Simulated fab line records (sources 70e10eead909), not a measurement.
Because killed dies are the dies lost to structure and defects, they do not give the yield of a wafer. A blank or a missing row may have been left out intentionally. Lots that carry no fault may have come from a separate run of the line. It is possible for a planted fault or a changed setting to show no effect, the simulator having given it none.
The tool behind it: which one? ; flow nand_harc ; 33 wafers from 11 lots sampled at 7 of the route's 1159 steps

== WHAT THE GAUGES SHOWED, per wafer ==
NHARC_P_CONTACT_CD_MEAS_12: target cd 90 nm.
lot;measured;on;cd_nm (nm)
L821;day 5 07:29;cd_sem-03;89.8 89.0 89.3
L824;day 6 03:19;cd_sem-01;90.6 90.1 89.8
L825;day 6 23:39;cd_sem-01;90.3 89.6 89.6
L830;day 7 17:37;cd_sem-02;90.3 90.1 90.9
L832;day 8 19:13;cd_sem-02;82.8 83.7 83.0
L833;day 9 01:13;cd_sem-03;84.1 84.5 83.5
L837;day 9 13:28;cd_sem-03;90.7 89.6 90.3
L838;day 9 21:43;cd_sem-02;90.1 89.7 89.7
L841;day 10 13:28;cd_sem-02;90.6 90.9 91.2
L844;day 11 00:22;cd_sem-01;90.5 90.1 90.1
L843;day 11 01:04;cd_sem-01;90.5 89.4 89.8

NHARC_P_CONTACT_CD_MEAS_19.
lot;measured;on;cd_nm (nm)
L821;day 5 08:33;cd_sem-02;91.3 89.5 90.4
L824;day 6 04:31;cd_sem-01;88.7 89.4 88.8
L825;day 7 00:51;cd_sem-03;89.8 88.5 87.7
L830;day 7 18:49;cd_sem-02;90.1 89.4 90.0
L832;day 8 20:21;cd_sem-02;82.3 83.1 83.5
L833;day 9 02:17;cd_sem-03;83.7 83.9 84.2
L837;day 9 14:31;cd_sem-01;89.0 88.1 89.0
L838;day 9 22:47;cd_sem-01;89.8 90.7 90.4
L841;day 10 14:40;cd_sem-01;90.4 92.3 90.4
L844;day 11 01:25;cd_sem-01;91.3 92.5 91.4
L843;day 11 02:10;cd_sem-01;89.7 88.5 89.9

NHARC_END_SORT_01.
lot;measured;on;killed_at_array;killed_at_other;killed_at_periphery;killed_dies;killed_open;killed_short
L832;day 22 21:15;prober-01;32 20 26;0 0 2;2 4 1;34 24 29;2 2 6;4 1 1
L833;day 23 02:58;prober-02;32 38 42;6 5 4;1 6 8;39 49 54;3 2 3;3 2 1

== WHAT TOOL EACH LOT RAN ON (gives the tool, then ch and the chambers of the sampled wafers, and finally the start) ==
lot;NHARC_P_GATE_STRIP_113;NHARC_P_CONTACT_PEB_10;NHARC_P_CONTACT_ETCH_36;NHARC_P_CONTACT_ETCH_31
L821;plasma_asher-02 ch 0,1, day 5 03:40;litho_track-06 ch 0, day 5 07:25;rie_diel-09 ch 1,2,3, day 5 08:33 or earlier;rie_diel-09 ch 2,3, day 5 08:33 or earlier
L824;plasma_asher-01 ch 0,1, day 5 23:17;litho_track-04 ch 0, day 6 03:14;rie_diel-06 ch 1,3, day 6 04:31 or earlier;rie_diel-06 ch 1,3, day 6 04:31 or earlier
L825;plasma_asher-02 ch 0,1, day 6 19:25;litho_track-06 ch 0, day 6 23:34;rie_diel-09 ch 1,2, day 7 00:51 or earlier;rie_diel-09 ch 0,1, day 7 00:51 or earlier
L830;plasma_asher-01 ch 0,1, day 7 13:28;litho_track-04 ch 0, day 7 17:32;rie_diel-06 ch 0,2, day 7 18:49 or earlier;rie_diel-06 ch 0,2, day 7 18:49 or earlier
L832;plasma_asher-02 ch 0,1, day 8 15:12;litho_track-06 ch 0, day 8 19:08;rie_diel-09 ch 1,2, day 8 20:21 or earlier;rie_diel-09 ch 0,3, day 8 20:21 or earlier
L833;plasma_asher-01 ch 0,1, day 8 21:18;litho_track-06 ch 0, day 9 01:08;rie_diel-09 ch 0,3, day 9 02:17 or earlier;rie_diel-09 ch 0,3, day 9 02:17 or earlier
L837;plasma_asher-01 ch 0,1, day 9 09:27;litho_track-04 ch 0, day 9 13:22;rie_diel-06 ch 0,1,2, day 9 14:31 or earlier;rie_diel-06 ch 1,3, day 9 14:31 or earlier
L838;plasma_asher-02 ch 0,1, day 9 17:28;litho_track-04 ch 0, day 9 21:38;rie_diel-09 ch 1,2,3, day 9 22:47 or earlier;rie_diel-09 ch 1,2,3, day 9 22:47 or earlier
L841;plasma_asher-02 ch 0,1, day 10 09:22;litho_track-01 ch 0, day 10 13:23;rie_diel-09 ch 2,3, day 10 14:40 or earlier;rie_diel-09 ch 1,3, day 10 14:40 or earlier
L844;plasma_asher-02 ch 0,1, day 10 20:13;litho_track-01 ch 0, day 11 00:17;rie_diel-09 ch 1,2, day 11 01:25 or earlier;rie_diel-09 ch 1,3, day 11 01:25 or earlier
L843;plasma_asher-01 ch 0,1, day 10 20:51;litho_track-04 ch 0, day 11 00:59;rie_diel-05 ch 1,2,3, day 11 02:10 or earlier;rie_diel-05 ch 0,3, day 11 02:10 or earlier
- NHARC_P_GATE_STRIP_113: strips in N2/H2, time 740 s.
- NHARC_P_CONTACT_PEB_10: peb time 65 s.
- NHARC_P_CONTACT_ETCH_36: etches the open film in N2/H2, target depth 260 nm, time 406.25 s.
- NHARC_P_CONTACT_ETCH_31: etches the open film in CH3F/O2, target depth 30 nm, time 85.7 s.

== WHAT THE TOOLS THEMSELVES READ (means of the sampled wafers that have a number; where no wafer has one, the mark that the record gives instead) ==
NHARC_P_GATE_STRIP_113.
lot;tool;drypump_motor_current_A (A);heater_power_w (W)
L821;plasma_asher-02;5.8;92
L824;plasma_asher-01;6.6;86
L825;plasma_asher-02;5.8;92
L830;plasma_asher-01;6.6;86
L832;plasma_asher-02;5.8;93
L833;plasma_asher-01;6.6;88
L837;plasma_asher-01;6.5;87
L838;plasma_asher-02;5.7;84
L841;plasma_asher-02;5.8;88
L844;plasma_asher-02;5.6;84
L843;plasma_asher-01;6.6;89

NHARC_P_CONTACT_PEB_10.
lot;tool;heater_power_total_W (W);plate_temp_C (C)
L821;litho_track-06;156.9;100.11
L824;litho_track-04;156.9;99.95
L825;litho_track-06;156.6;99.77
L830;litho_track-04;156.4;99.99
L832;litho_track-06;152.6;97.93
L833;litho_track-06;152.7;98.24
L837;litho_track-04;156.3;99.96
L838;litho_track-04;156.8;99.93
L841;litho_track-01;156.5;100.01
L844;litho_track-01;156.6;100.18
L843;litho_track-04;156.4;99.96

NHARC_P_CONTACT_ETCH_36.
lot;tool;drypump_motor_current_A (A);h2_flow_sccm (sccm);oes_product_au (a.u.);rf_vpp_V (V);showerhead_plenum_p_Torr (Torr);throttle_valve_pct (%)
L821;rie_diel-09;6.2;149.8;0.992;432.1;2.10;14.177
L824;rie_diel-06;6.0;150.2;1.003;429.0;2.02;14.179
L825;rie_diel-09;6.0;150.2;1.002;430.5;2.05;14.172
L830;rie_diel-06;5.3;150.0;0.992;430.4;2.05;14.175
L832;rie_diel-09;6.3;150.0;0.992;432.4;2.09;14.170
L833;rie_diel-09;5.7;149.7;1.000;429.1;2.00;14.175
L837;rie_diel-06;5.6;150.6;1.004;429.9;2.03;14.173
L838;rie_diel-09;6.2;150.2;0.993;431.4;2.10;14.169
L841;rie_diel-09;6.1;150.2;1.000;432.1;2.10;14.166
L844;rie_diel-09;6.0;149.6;0.998;430.8;2.04;14.165
L843;rie_diel-05;5.4;149.7;1.008;431.0;2.03;14.168

NHARC_P_CONTACT_ETCH_31.
lot;tool;drypump_motor_current_A (A);oes_product_au (a.u.);rf_vpp_V (V);showerhead_plenum_p_Torr (Torr);throttle_valve_pct (%)
L821;rie_diel-09;6.1;0.997;245.7;2.53;20.658
L824;rie_diel-06;6.0;0.972;243.2;2.40;20.663
L825;rie_diel-09;5.7;0.987;243.1;2.41;20.671
L830;rie_diel-06;5.5;0.972;243.7;2.40;20.667
L832;rie_diel-09;6.0;0.976;244.6;2.50;20.659
L833;rie_diel-09;6.0;0.985;245.4;2.50;20.670
L837;rie_diel-06;6.0;0.993;244.7;2.43;20.665
L838;rie_diel-09;6.2;0.973;245.5;2.53;20.668
L841;rie_diel-09;6.4;0.981;246.0;2.59;20.672
L844;rie_diel-09;6.4;0.979;245.8;2.58;20.658
L843;rie_diel-05;5.7;0.988;242.2;2.32;20.656

== THE ANSWER, worked out from the rows above alone ==
Rule: the lots themselves supply what counts as usual. The widest of any qualifying gaps counts: lots, ordered by their means at a reading, are off when they make up no more than a third of the lots, leave a main group of 4 or more, and stand apart from it by 3 or more times the standard deviation of that group's means. A main group whose means are all the same, to the digits that the tables above print for the reading, isn't used. A lot without any number at a reading at which 4 lots or more have one is off too. Where the step has rows for the other lots, those lots are counted as sound. First the gauges in route order, then the tools' own readings, where a lot's mean is used as printed above. At the first step where some lot is off, the reading lying furthest off is the one used; lots without a number count as furthest.
Off: L832, L833, at NHARC_P_CONTACT_CD_MEAS_12 (cd_nm). The main group has a mean of 90.1 nm with a standard deviation of 0.41.
A tool fits if, at a process step before that reading, it ran every lot that is off, and no sound lot after the first of them. The gauges at NHARC_P_CONTACT_CD_MEAS_12 aren't tried: what is off there is off at NHARC_P_CONTACT_PEB_10 too, on other tools, and a gauge's error can't cause that. One fits: litho_track-06 at NHARC_P_CONTACT_PEB_10. A fault onset in the window from L825 (day 6 23:34, its last sound lot) to L832 (day 8 19:08, its first lot off) fits.
The tool's own readings at NHARC_P_CONTACT_PEB_10 bear it out: on the lots that are off they differ by more than 5 times the standard deviation of the sound lots' means. heater_power_total_W reads 152.6 W there against 156.6 W on the sound lots; plate_temp_C reads 98.09 C there against 99.98 C on the sound lots.

== WHAT WAS PUT IN BY THE SIMULATOR ==
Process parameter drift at NHARC_P_CONTACT_PEB_10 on litho_track-06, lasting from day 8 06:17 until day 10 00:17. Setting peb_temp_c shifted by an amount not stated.
Shown lots that were struck: L832, L833. The rule above reached the same finding.
